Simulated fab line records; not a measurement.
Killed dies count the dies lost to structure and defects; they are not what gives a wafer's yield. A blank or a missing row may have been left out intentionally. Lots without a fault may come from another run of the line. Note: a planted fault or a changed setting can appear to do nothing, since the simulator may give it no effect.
Comparing a struck lot with a sound one || flow n5-finfet || 15 out of 1938 route steps
Sound: wafers L214.4, L214.5, L214.6. Wafers L228.1, L228.2, L228.3 were the ones struck. At the end, the cause is stated.
Each step with rows lists, per side, the tool, then ch with its chambers, then its first start. Under that, the readings that differ: sound wafers || struck wafers || difference of the means || sigmas: that difference in standard deviations of wafers without a fault.
alike: same words and numbers on both sides, and readings whose means sit less than 2 such deviations apart. not compared: any withheld reading, any reading some wafer has no value for, any bound like >300 that may hide the same value, and any number with overlapping values for which the record gives no deviation.
Wherever a step has rows on one side only, a row that says differs or no value, or a row with sigmas, the two part there. Numbers that have no deviation but don't overlap get no sigmas and don't part them. Lack of a reading on every wafer of one side parts them only where that side has two or more wafers.

first, 2 steps without rows for these wafers: N5_BEOL_M13_ETCH_68 (etches SOC in N2/H2, time 355 s); N5_BEOL_M13_STRIP_69 (strips in N2/H2).
N5_BEOL_M13_TRENCH_ETCH_34: etches SiOC in C4F8/O2/Ar, target depth 413.47 nm, time 162.6 s.
  sound on rie-diel-05 ch 0,2,3, day 11 08:21; struck on rie-diel-06 ch 0,2,3, day 15 15:16
  alike: drypump-motor-current-A, oes-product-au, rf-vpp-V, showerhead-plenum-p-Torr, throttle-valve-pct
  not compared: rf-hours-counter-h
then, 1 step without rows for these wafers: N5_BEOL_M13_STRIP_70 (strips in C4F8/O2/Ar).
N5_BEOL_M13_OCD_MEAS_35:
  sound on ocd-01, day 11 08:32; struck on ocd-02, day 15 15:26
  alike: trench-depth-nm
then, 1 step without rows for these wafers: N5_BEOL_M13_STRIP_37 (strips in N2/H2).
N5_BEOL_M13_ETCH_38: etches SiCN in CF4/N2, target depth 67.5 nm, time 71.9 s.
  sound on rie-diel-06 ch 0,2,3, day 11 09:50; struck on rie-diel-05 ch 0,1,3, day 15 15:34
  alike: drypump-motor-current-A, oes-product-au, rf-vpp-V, showerhead-plenum-p-Torr, throttle-valve-pct
  not compared: rf-hours-counter-h
then, 2 steps without rows for these wafers: N5_BEOL_M13_PRECLEAN_39 (cleans in residue remover, time 60 s); N5_BEOL_M13_SRD_40 (time 30 s, dry time 30 s).
N5_BEOL_M13_DEGAS_41: time 60 s.
  sound on pvd-sputter-03, day 11 10:02; struck on pvd-sputter-01, day 15 15:47
  alike: heater-power-w
N5_BEOL_M13_PRE_CLEAN_42: time 30 s.
  sound on pvd-sputter-03, day 11 10:04; struck on pvd-sputter-01, day 15 15:49
  alike: heater-power-w
N5_BEOL_M13_SPUTTER_43: material TaN, target thk 15 nm, time 24.19 s.
  sound on pvd-sputter-03, day 11 10:07; struck on pvd-sputter-01, day 15 15:52
  alike: cathode-dc-power-W, throttle-valve-pct
N5_BEOL_M13_SPUTTER_44: material Ta, target thk 10 nm, time 16.13 s.
  sound on pvd-sputter-03, day 11 10:11; struck on pvd-sputter-01, day 15 15:58
{"reading": "cathode-dc-power-W (W)", "sound": "15002 15001 14999", "struck": "16571 16568 16567", "difference": "+1568", "sigmas": "+99 or more"}
{"reading": "model.Ta_of_BEOL_M13_SPUTTER_44.thk-nm (nm)", "sound": "9.8 9.8 9.8", "struck": "11.2 11 11", "difference": "+1.3", "sigmas": ""}
  alike: throttle-valve-pct
then, 1 step without rows for these wafers: N5_BEOL_M13_SPUTTER_45 (material Cu, target thk 80 nm, time 13.33 s).
N5_PASSIVATION_PROBE_49:
  sound wafers here have rows in the record (prober-01, day 12 17:35); struck ones have none

WHERE THEY PART
At N5_BEOL_M13_SPUTTER_44 first; at N5_PASSIVATION_PROBE_49 last (within this record only).

WHY: what had been put in by the simulator
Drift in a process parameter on pvd-sputter-01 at N5_BEOL_M13_SPUTTER_44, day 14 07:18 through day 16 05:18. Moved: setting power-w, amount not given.
